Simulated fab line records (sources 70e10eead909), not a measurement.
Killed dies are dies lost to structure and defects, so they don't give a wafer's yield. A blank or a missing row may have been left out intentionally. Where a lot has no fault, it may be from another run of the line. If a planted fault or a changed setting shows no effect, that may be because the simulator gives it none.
Which tool was responsible? / flow nand harc / 11 lots with 33 wafers sampled at 7 steps, on a route of 1159 steps

WHAT THE GAUGES READ, wafer by wafer
NHARC_P_M0_CD_MEAS_09: target cd 90 nm.
lot=L401; measured=day 6 06:29; on=cd sem-02; cd nm (nm)=90.0 89.5 89.4
lot=L405; measured=day 7 05:38; on=cd sem-03; cd nm (nm)=90.4 89.7 91.1
lot=L406; measured=day 7 06:32; on=cd sem-03; cd nm (nm)=90.7 89.6 89.3
lot=L408; measured=day 7 16:18; on=cd sem-02; cd nm (nm)=90.0 90.9 90.2
lot=L411; measured=day 8 13:16; on=cd sem-02; cd nm (nm)=82.5 82.3 82.7
lot=L412; measured=day 9 00:58; on=cd sem-03; cd nm (nm)=89.3 89.4 89.1
lot=L413; measured=day 9 01:31; on=cd sem-02; cd nm (nm)=81.8 83.3 82.4
lot=L415; measured=day 9 19:46; on=cd sem-03; cd nm (nm)=90.9 89.9 89.5
lot=L418; measured=day 10 11:08; on=cd sem-02; cd nm (nm)=90.7 90.5 90.4
lot=L421; measured=day 11 01:39; on=cd sem-01; cd nm (nm)=89.7 88.7 89.3
lot=L422; measured=day 11 06:16; on=cd sem-03; cd nm (nm)=89.8 90.0 90.2

NHARC_P_M0_CD_MEAS_16.
lot=L401; measured=day 6 06:58; on=cd sem-02; cd nm (nm)=90.7 90.1 89.4
lot=L405; measured=day 7 06:10; on=cd sem-01; cd nm (nm)=90.6 89.6 90.4
lot=L406; measured=day 7 07:04; on=cd sem-02; cd nm (nm)=91.1 89.7 90.4
lot=L408; measured=day 7 16:47; on=cd sem-02; cd nm (nm)=89.6 90.2 90.1
lot=L411; measured=day 8 13:46; on=cd sem-01; cd nm (nm)=82.2 82.0 83.0
lot=L412; measured=day 9 01:28; on=cd sem-01; cd nm (nm)=89.8 89.8 90.1
lot=L413; measured=day 9 02:27; on=cd sem-02; cd nm (nm)=82.3 83.2 83.5
lot=L415; measured=day 9 20:14; on=cd sem-02; cd nm (nm)=90.1 90.4 90.1
lot=L418; measured=day 10 11:37; on=cd sem-02; cd nm (nm)=90.5 89.6 90.4
lot=L421; measured=day 11 02:08; on=cd sem-02; cd nm (nm)=90.4 88.5 90.9
lot=L422; measured=day 11 06:49; on=cd sem-01; cd nm (nm)=90.0 89.7 88.7

NHARC_END_SORT_01.
lot=L411; measured=day 22 13:04; on=prober-02; defect limited yield (%)=97.5 96.6 96.3; killed at array=9 18 19; killed at other=0 0 0; killed at periphery=8 5 6; killed dies=17 23 25; killed open=2 2 10; killed short=3 0 1; sort_bin_2_pct (%)=1.0 0.7 1.0; sort_bin_3_pct (%)=0 0.44 0; sort_bin_4_pct (%)=1.5 2.2 2.7; sort n pass=660 654 652; sort rim yield pct (%)=97.2 96.2 94.3; sort yield pct (%)=97.5 96.6 96.3
lot=L413; measured=day 22 01:23; on=prober-02; defect limited yield (%)=95.1 95.7 95.1; killed at array=24 23 23; killed at other=3 2 5; killed at periphery=6 4 5; killed dies=33 29 33; killed open=2 7 3; killed short=0 1 5; sort_bin_2_pct (%)=1.6 1.6 2.8; sort_bin_3_pct (%)=0 0.15 0.30; sort_bin_4_pct (%)=3.2 2.5 1.8; sort n pass=644 648 644; sort rim yield pct (%)=93.4 93.4 95.3; sort yield pct (%)=95.1 95.7 95.1

EACH LOT AND THE TOOL THAT RAN IT (in order: tool; ch and the chambers of the sampled wafers; start)
lot=L401; NHARC_P_M0_PEB_07=litho track-04 ch 0, day 6 06:24; NHARC_P_M0_ETCH_34=rie diel-03 ch 0,3, day 6 06:45; NHARC_P_M0_DEGAS_28=pvd sputter-03, day 6 07:35; NHARC_P_M0_PRE_CLEAN_29=pvd sputter-03, no start
lot=L405; NHARC_P_M0_PEB_07=litho track-04 ch 0, day 7 05:33; NHARC_P_M0_ETCH_34=rie diel-05 ch 0,2,3, day 7 05:56; NHARC_P_M0_DEGAS_28=pvd sputter-03, day 7 06:52; NHARC_P_M0_PRE_CLEAN_29=pvd sputter-03, no start
lot=L406; NHARC_P_M0_PEB_07=litho track-04 ch 0, day 7 06:28; NHARC_P_M0_ETCH_34=rie diel-08 ch 1,2,3, day 7 06:50; NHARC_P_M0_DEGAS_28=pvd sputter-03, day 7 07:46; NHARC_P_M0_PRE_CLEAN_29=pvd sputter-03, no start
lot=L408; NHARC_P_M0_PEB_07=litho track-04 ch 0, day 7 16:13; NHARC_P_M0_ETCH_34=rie diel-05 ch 1,2,3, day 7 16:34; NHARC_P_M0_DEGAS_28=pvd sputter-03, day 7 17:24; NHARC_P_M0_PRE_CLEAN_29=pvd sputter-03, no start
lot=L411; NHARC_P_M0_PEB_07=litho track-04 ch 0, day 8 13:11; NHARC_P_M0_ETCH_34=rie diel-03 ch 2,3, day 8 13:33; NHARC_P_M0_DEGAS_28=pvd sputter-03, day 8 14:26; NHARC_P_M0_PRE_CLEAN_29=pvd sputter-03, day 22 13:04 or earlier
lot=L412; NHARC_P_M0_PEB_07=litho track-06 ch 0, day 9 00:53; NHARC_P_M0_ETCH_34=rie diel-08 ch 1,2,3, day 9 01:14; NHARC_P_M0_DEGAS_28=pvd sputter-03, day 9 02:08; NHARC_P_M0_PRE_CLEAN_29=pvd sputter-03, no start
lot=L413; NHARC_P_M0_PEB_07=litho track-04 ch 0, day 9 01:26; NHARC_P_M0_ETCH_34=rie diel-03 ch 2,3, day 9 01:48; NHARC_P_M0_DEGAS_28=pvd sputter-03, day 9 03:07; NHARC_P_M0_PRE_CLEAN_29=pvd sputter-03, day 22 01:23 or earlier
lot=L415; NHARC_P_M0_PEB_07=litho track-06 ch 0, day 9 19:41; NHARC_P_M0_ETCH_34=rie diel-03 ch 1,2, day 9 20:02; NHARC_P_M0_DEGAS_28=pvd sputter-01, day 9 20:52; NHARC_P_M0_PRE_CLEAN_29=pvd sputter-01, no start
lot=L418; NHARC_P_M0_PEB_07=litho track-01 ch 0, day 10 11:04; NHARC_P_M0_ETCH_34=rie diel-03 ch 0,2,3, day 10 11:25; NHARC_P_M0_DEGAS_28=pvd sputter-03, day 10 12:17; NHARC_P_M0_PRE_CLEAN_29=pvd sputter-03, no start
lot=L421; NHARC_P_M0_PEB_07=litho track-06 ch 0, day 11 01:34; NHARC_P_M0_ETCH_34=rie diel-08 ch 0,1,3, day 11 01:56; NHARC_P_M0_DEGAS_28=pvd sputter-03, day 11 02:46; NHARC_P_M0_PRE_CLEAN_29=pvd sputter-03, no start
lot=L422; NHARC_P_M0_PEB_07=litho track-06 ch 0, day 11 06:11; NHARC_P_M0_ETCH_34=rie diel-03 ch 0,2,3, day 11 06:35; NHARC_P_M0_DEGAS_28=pvd sputter-02, day 11 07:30; NHARC_P_M0_PRE_CLEAN_29=pvd sputter-02, no start
- NHARC_P_M0_PEB_07: peb time 65 s.
- NHARC_P_M0_ETCH_34: etches the open film in N2/H2, target depth 40 nm, overetch 12 nm, time 43.94 s.
- NHARC_P_M0_DEGAS_28: time 60 s.
- NHARC_P_M0_PRE_CLEAN_29: time 30 s.

WHAT THE TOOLS THEMSELVES READ (means of the sampled wafers that have a number; where no wafer has one, the mark that the record gives instead)
NHARC_P_M0_PEB_07.
lot=L401; tool=litho track-04; heater power total W (W)=156.7; plate temp C (C)=99.98
lot=L405; tool=litho track-04; heater power total W (W)=156.8; plate temp C (C)=99.91
lot=L406; tool=litho track-04; heater power total W (W)=156.8; plate temp C (C)=99.82
lot=L408; tool=litho track-04; heater power total W (W)=156.8; plate temp C (C)=100.04
lot=L411; tool=litho track-04; heater power total W (W)=152.4; plate temp C (C)=98.10
lot=L412; tool=litho track-06; heater power total W (W)=156.8; plate temp C (C)=100.07
lot=L413; tool=litho track-04; heater power total W (W)=152.7; plate temp C (C)=98.03
lot=L415; tool=litho track-06; heater power total W (W)=156.6; plate temp C (C)=100.03
lot=L418; tool=litho track-01; heater power total W (W)=157.0; plate temp C (C)=99.96
lot=L421; tool=litho track-06; heater power total W (W)=156.6; plate temp C (C)=100.24
lot=L422; tool=litho track-06; heater power total W (W)=156.7; plate temp C (C)=99.93

NHARC_P_M0_ETCH_34.
lot=L401; tool=rie diel-03; drypump motor current A (A)=5.0; oes product au (a.u.)=0.998; rf vpp V (V)=432.7; showerhead plenum p Torr (Torr)=2.13; throttle valve pct (%)=14.172
lot=L405; tool=rie diel-05; drypump motor current A (A)=5.8; oes product au (a.u.)=1.011; rf vpp V (V)=433.5; showerhead plenum p Torr (Torr)=2.11; throttle valve pct (%)=14.175
lot=L406; tool=rie diel-08; drypump motor current A (A)=5.5; oes product au (a.u.)=0.993; rf vpp V (V)=430.9; showerhead plenum p Torr (Torr)=2.06; throttle valve pct (%)=14.170
lot=L408; tool=rie diel-05; drypump motor current A (A)=6.0; oes product au (a.u.)=1.011; rf vpp V (V)=431.5; showerhead plenum p Torr (Torr)=2.10; throttle valve pct (%)=14.170
lot=L411; tool=rie diel-03; drypump motor current A (A)=5.6; oes product au (a.u.)=1.004; rf vpp V (V)=432.2; showerhead plenum p Torr (Torr)=2.12; throttle valve pct (%)=14.174
lot=L412; tool=rie diel-08; drypump motor current A (A)=5.5; oes product au (a.u.)=1.000; rf vpp V (V)=430.6; showerhead plenum p Torr (Torr)=2.06; throttle valve pct (%)=14.169
lot=L413; tool=rie diel-03; drypump motor current A (A)=5.5; oes product au (a.u.)=0.991; rf vpp V (V)=432.5; showerhead plenum p Torr (Torr)=2.12; throttle valve pct (%)=14.165
lot=L415; tool=rie diel-03; drypump motor current A (A)=5.5; oes product au (a.u.)=0.989; rf vpp V (V)=432.6; showerhead plenum p Torr (Torr)=2.10; throttle valve pct (%)=14.181
lot=L418; tool=rie diel-03; drypump motor current A (A)=5.3; oes product au (a.u.)=0.999; rf vpp V (V)=432.3; showerhead plenum p Torr (Torr)=2.12; throttle valve pct (%)=14.168
lot=L421; tool=rie diel-08; drypump motor current A (A)=5.7; oes product au (a.u.)=1.003; rf vpp V (V)=430.4; showerhead plenum p Torr (Torr)=2.02; throttle valve pct (%)=14.175
lot=L422; tool=rie diel-03; drypump motor current A (A)=5.3; oes product au (a.u.)=1.001; rf vpp V (V)=431.9; showerhead plenum p Torr (Torr)=2.12; throttle valve pct (%)=14.179

NHARC_P_M0_DEGAS_28.
lot=L401; tool=pvd sputter-03; heater power w (W)=354
lot=L405; tool=pvd sputter-03; heater power w (W)=360
lot=L406; tool=pvd sputter-03; heater power w (W)=348
lot=L408; tool=pvd sputter-03; heater power w (W)=360
lot=L411; tool=pvd sputter-03; heater power w (W)=357
lot=L412; tool=pvd sputter-03; heater power w (W)=365
lot=L413; tool=pvd sputter-03; heater power w (W)=360
lot=L415; tool=pvd sputter-01; heater power w (W)=357
lot=L418; tool=pvd sputter-03; heater power w (W)=338
lot=L421; tool=pvd sputter-03; heater power w (W)=367
lot=L422; tool=pvd sputter-02; heater power w (W)=350

NHARC_P_M0_PRE_CLEAN_29.
lot=L401; tool=pvd sputter-03; heater power w (W)=406
lot=L405; tool=pvd sputter-03; heater power w (W)=429
lot=L406; tool=pvd sputter-03; heater power w (W)=463
lot=L408; tool=pvd sputter-03; heater power w (W)=440
lot=L411; tool=pvd sputter-03; heater power w (W)=411
lot=L412; tool=pvd sputter-03; heater power w (W)=464
lot=L413; tool=pvd sputter-03; heater power w (W)=404
lot=L415; tool=pvd sputter-01; heater power w (W)=422
lot=L418; tool=pvd sputter-03; heater power w (W)=408
lot=L421; tool=pvd sputter-03; heater power w (W)=480
lot=L422; tool=pvd sputter-02; heater power w (W)=421

THE ANSWER, worked out from the rows above alone
Rule: what is usual is taken from the lots themselves. The widest of any qualifying gaps counts: lots, ordered by their means at a reading, are off when they make up no more than a third of the lots, leave a main group of 4 or more, and stand apart from it by 3 or more times the standard deviation of that group's means. If all means in a main group match to the digits the tables above print for the reading, that group is not used. Also off: a lot with no number at a reading for which 4 or more lots have one. Any other lot the step has rows for is counted as sound. Order of review: gauges by route order, followed by the tools' own readings, for which a lot's mean as printed above is used. The first step at which some lot is off is used, and at that step the reading that is off furthest; a lot without a number counts as furthest.
Off: L411, L413 (NHARC_P_M0_CD_MEAS_09, cd nm). Mean 89.9 nm and standard deviation 0.45 in the main group.
A tool fits if, at a process step before that reading, it ran every lot that is off, and no sound lot after the first of them. The gauges at NHARC_P_M0_CD_MEAS_09 aren't tried: what is off there is off at NHARC_P_M0_PEB_07 too, on other tools, and a gauge's error can't cause that. One fits: litho track-04 at NHARC_P_M0_PEB_07. A fault onset in the window from L408 (day 7 16:13, its last sound lot) to L411 (day 8 13:11, its first lot off) fits.
The tool's own readings at NHARC_P_M0_PEB_07 bear it out: on the lots that are off they differ by more than 5 times the standard deviation of the sound lots' means. heater power total W reads 152.6 W there against 156.8 W on the sound lots; plate temp C reads 98.06 C there against 100.00 C on the sound lots.

WHAT HAD BEEN PUT IN BY THE SIMULATOR
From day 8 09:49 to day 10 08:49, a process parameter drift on litho track-04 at NHARC_P_M0_PEB_07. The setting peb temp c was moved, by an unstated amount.
Struck lots among those shown: L411, L413. The same result came from the rule above.
